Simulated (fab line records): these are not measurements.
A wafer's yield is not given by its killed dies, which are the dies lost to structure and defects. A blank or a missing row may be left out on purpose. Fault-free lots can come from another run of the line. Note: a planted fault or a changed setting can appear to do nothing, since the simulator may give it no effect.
Which tool did it? -- flow nand-harc -- 11 lots, 33 wafers sampled, at 7 steps of a route of 1302

== WHAT EACH GAUGE READ, for each wafer ==
NHARC_P_ZERO_WELL_CD_MEAS_52 targets a cd of 2000 nm.
lot,measured,on,cd-nm (nm)
L124,day 3 07:45,cd-sem-03,2001.1 2000.9 2001.9
L126,day 4 03:46,cd-sem-03,2000.1 2000.5 1999.2
L129,day 5 09:46,cd-sem-01,1999.3 2001.4 2000.0
L130,day 5 19:31,cd-sem-01,1997.9 1998.6 1998.9
L134,day 7 11:47,cd-sem-02,- - -
L135,day 7 21:37,cd-sem-02,- - -
L136,day 8 07:44,cd-sem-03,- - -
L140,day 9 23:43,cd-sem-03,2000.7 2002.4 2001.1
L141,day 10 10:17,cd-sem-01,2004.7 2003.2 2002.5
L142,day 10 19:39,cd-sem-02,2002.7 2001.7 2002.0
L144,day 11 15:52,cd-sem-03,1999.3 2001.1 1999.5

NHARC_P_ZERO_WELL_INSPECT_43.
lot,measured,on,raw-defect-count
L124,day 3 09:34,defect-inspect-01,10 22 15
L126,day 4 05:36,defect-inspect-01,7 14 14
L129,day 5 11:34,defect-inspect-02,12 26 8
L130,day 5 21:19,defect-inspect-02,9 24 15
L134,day 7 13:37,defect-inspect-01,1082 1103 1056
L135,day 7 23:28,defect-inspect-01,1102 1150 1029
L136,day 8 09:32,defect-inspect-01,1104 1093 1087
L140,day 10 01:34,defect-inspect-02,15 21 19
L141,day 10 12:07,defect-inspect-01,12 21 17
L142,day 10 21:28,defect-inspect-02,9 7 10
L144,day 11 17:41,defect-inspect-02,8 8 4

NHARC_END_SORT_01.
lot,measured,on,killed-at-array,killed-at-other,killed-at-periphery,killed-dies,killed-open,killed-short
L134,day 30 04:56,prober-02,84 76 71,0 0 0,593 601 606,677 677 677,4 5 3,1 2 3
L135,day 30 11:58,prober-02,41 39 32,0 0 0,636 638 645,677 677 677,3 2 1,2 1 2
L140,day 32 20:58,prober-02,25 24 31,0 1 0,3 2 6,28 27 37,4 4 7,0 1 3

== WHICH TOOL RAN EACH LOT (tool, then ch and the chambers of the sampled wafers, then the start) ==
lot,NHARC_P_ZERO_WELL_DESCUM_13,NHARC_P_ZERO_WELL_ETCH_63,NHARC_P_ZERO_WELL_EXPOSE_49,NHARC_P_GATE_DEP_103
L124,"rie-diel-08 ch 1,3, day 3 03:23","rie-si-02 ch 0,2,3, day 3 03:40","krf-scanner-01 ch 0, day 3 07:35","pecvd-04 ch 0,1,2, day 6 10:08"
L126,"rie-diel-02 ch 0,1,3, day 3 23:25","rie-si-02 ch 0,2,3, day 3 23:40","krf-scanner-01 ch 0, day 4 03:37","pecvd-04 ch 0,1, day 7 00:41"
L129,"rie-diel-03 ch 1,2,3, day 5 05:25","rie-si-05 ch 1,2, day 5 05:40","krf-scanner-01 ch 0, day 5 09:37","pecvd-03 ch 0,2, day 8 16:44"
L130,"rie-diel-02 ch 0,2,3, day 5 15:17","rie-si-02 ch 1,2,3, day 5 15:33","krf-scanner-04 ch 0, day 5 19:21","pecvd-04 ch 0,1,2, day 8 20:17"
L134,"rie-diel-02 ch 0,2, day 7 07:25","rie-si-05 ch 2,3, day 7 07:42","krf-scanner-01, day 7 11:38",-
L135,"rie-diel-03 ch 0,1,2, day 7 17:25","rie-si-02 ch 2,3, day 7 17:40","krf-scanner-01, day 7 21:28",-
L136,"rie-diel-08 ch 0,3, day 8 03:17","rie-si-02 ch 2,3, day 8 03:32","krf-scanner-04, day 8 07:35",-
L140,"rie-diel-08 ch 0,1,3, day 9 19:25","rie-si-05 ch 1,2,3, day 9 19:39","krf-scanner-02 ch 0, day 9 23:34","pecvd-02 ch 0,2, day 12 19:46"
L141,"rie-diel-03 ch 2,3, day 10 05:26","rie-si-04 ch 0,1,3, day 10 05:49","krf-scanner-01 ch 0, day 10 10:08","pecvd-02 ch 0,1, day 13 11:47"
L142,"rie-diel-03 ch 0,1,3, day 10 15:17","rie-si-04 ch 1,2,3, day 10 15:37","krf-scanner-01 ch 0, day 10 19:30","pecvd-03 ch 0,1,2, day 13 15:19"
L144,"rie-diel-02 ch 0,1,3, day 11 11:25","rie-si-04 ch 0,1,3, day 11 11:40","krf-scanner-04 ch 0, day 11 15:42","pecvd-04 ch 0,1, day 14 13:44"
- NHARC_P_ZERO_WELL_DESCUM_13: chemistry O2, time 3 s.
- NHARC_P_ZERO_WELL_ETCH_63: etches the open film in HBr/Cl2, target depth 120 nm, time 40.1 s.
- NHARC_P_ZERO_WELL_EXPOSE_49: exposes mask P HVPW, target cd 2000 nm.
- NHARC_P_GATE_DEP_103: deposits SiON, target thk 30 nm.

== AS READ BY THE TOOLS THEMSELVES (means over the sampled wafers that have a number; for cases with no such wafer, the mark the record gives instead) ==
NHARC_P_ZERO_WELL_DESCUM_13.
lot,tool,drypump-motor-current-A (A),oes-product-au (a.u.),rf-vpp-V (V),showerhead-plenum-p-Torr (Torr),throttle-valve-pct (%)
L124,rie-diel-08,6.0,0.995,57.9,2.01,11.317
L126,rie-diel-02,5.8,0.993,58.5,1.93,11.308
L129,rie-diel-03,6.1,1.001,56.8,1.88,11.306
L130,rie-diel-02,6.1,1.000,58.2,1.90,11.312
L134,rie-diel-02,6.1,0.998,58.0,1.93,11.314
L135,rie-diel-03,5.9,1.000,58.1,1.92,11.314
L136,rie-diel-08,6.2,0.991,57.7,2.00,11.315
L140,rie-diel-08,6.0,1.006,57.5,1.94,11.317
L141,rie-diel-03,6.3,1.001,58.6,1.99,11.309
L142,rie-diel-03,5.8,1.006,59.1,1.98,11.305
L144,rie-diel-02,5.8,0.993,58.3,1.91,11.310

NHARC_P_ZERO_WELL_ETCH_63.
lot,tool,bias-w (W),drypump-motor-current-A (A),oes-product-au (a.u.),throttle-valve-pct (%)
L124,rie-si-02,100.08,5.4,0.995,26.403
L126,rie-si-02,99.97,5.4,0.993,26.404
L129,rie-si-05,100.07,6.4,1.006,26.413
L130,rie-si-02,99.52,5.6,0.997,26.410
L134,rie-si-05,99.85,6.2,0.996,26.405
L135,rie-si-02,99.77,5.3,0.993,26.414
L136,rie-si-02,99.73,5.3,0.991,26.406
L140,rie-si-05,99.96,6.1,0.995,26.408
L141,rie-si-04,99.89,6.2,1.002,26.403
L142,rie-si-04,100.15,6.5,0.995,26.404
L144,rie-si-04,100.20,6.2,0.994,26.406

NHARC_P_ZERO_WELL_EXPOSE_49.
lot,tool,exposure-dose-mJ-cm2,focus-offset-nm (nm)
L124,krf-scanner-01,22.636,0.3
L126,krf-scanner-01,22.626,-1.1
L129,krf-scanner-01,22.592,0.2
L130,krf-scanner-04,22.622,0.7
L134,krf-scanner-01,-,-
L135,krf-scanner-01,-,-
L136,krf-scanner-04,-,-
L140,krf-scanner-02,22.657,-0.6
L141,krf-scanner-01,22.654,0.7
L142,krf-scanner-01,22.652,0.4
L144,krf-scanner-04,22.656,0.0

NHARC_P_GATE_DEP_103.
lot,tool,heater-power-w (W)
L124,pecvd-04,736
L126,pecvd-04,723
L129,pecvd-03,642
L130,pecvd-04,789
L140,pecvd-02,706
L141,pecvd-02,754
L142,pecvd-03,667
L144,pecvd-04,734

== THE ANSWER, worked out from the rows above alone ==
Rule: what is usual is taken from the lots themselves. The widest of any qualifying gaps counts: lots, ordered by their means at a reading, are off when they make up no more than a third of the lots, leave a main group of 4 or more, and stand apart from it by 3 or more times the standard deviation of that group's means. If all means in a main group match to the digits the tables above print for the reading, that group is not used. A lot without any number at a reading at which 4 lots or more have one is off too. Where the step has rows for the other lots, those lots are counted as sound. First the gauges in route order, then the tools' own readings, where a lot's mean is used as printed above. At the first step where some lot is off, the reading lying furthest off is the one used; lots without a number count as furthest.
Off at NHARC_P_ZERO_WELL_CD_MEAS_52 (cd-nm): L134, L135, L136. Without a number there: L134, L135, L136. Main group: mean 2000.9 nm, sd 1.4.
If a tool, at a process step before that reading, ran all the lots that are off and no sound lot after the first of them, it fits. The gauges at NHARC_P_ZERO_WELL_CD_MEAS_52 aren't tried: what is off there is off at NHARC_P_ZERO_WELL_INSPECT_43 too, on other tools, and a gauge's error can't cause that. No candidate that was tried fits.

== WHAT THE SIMULATOR HAD INSERTED ==
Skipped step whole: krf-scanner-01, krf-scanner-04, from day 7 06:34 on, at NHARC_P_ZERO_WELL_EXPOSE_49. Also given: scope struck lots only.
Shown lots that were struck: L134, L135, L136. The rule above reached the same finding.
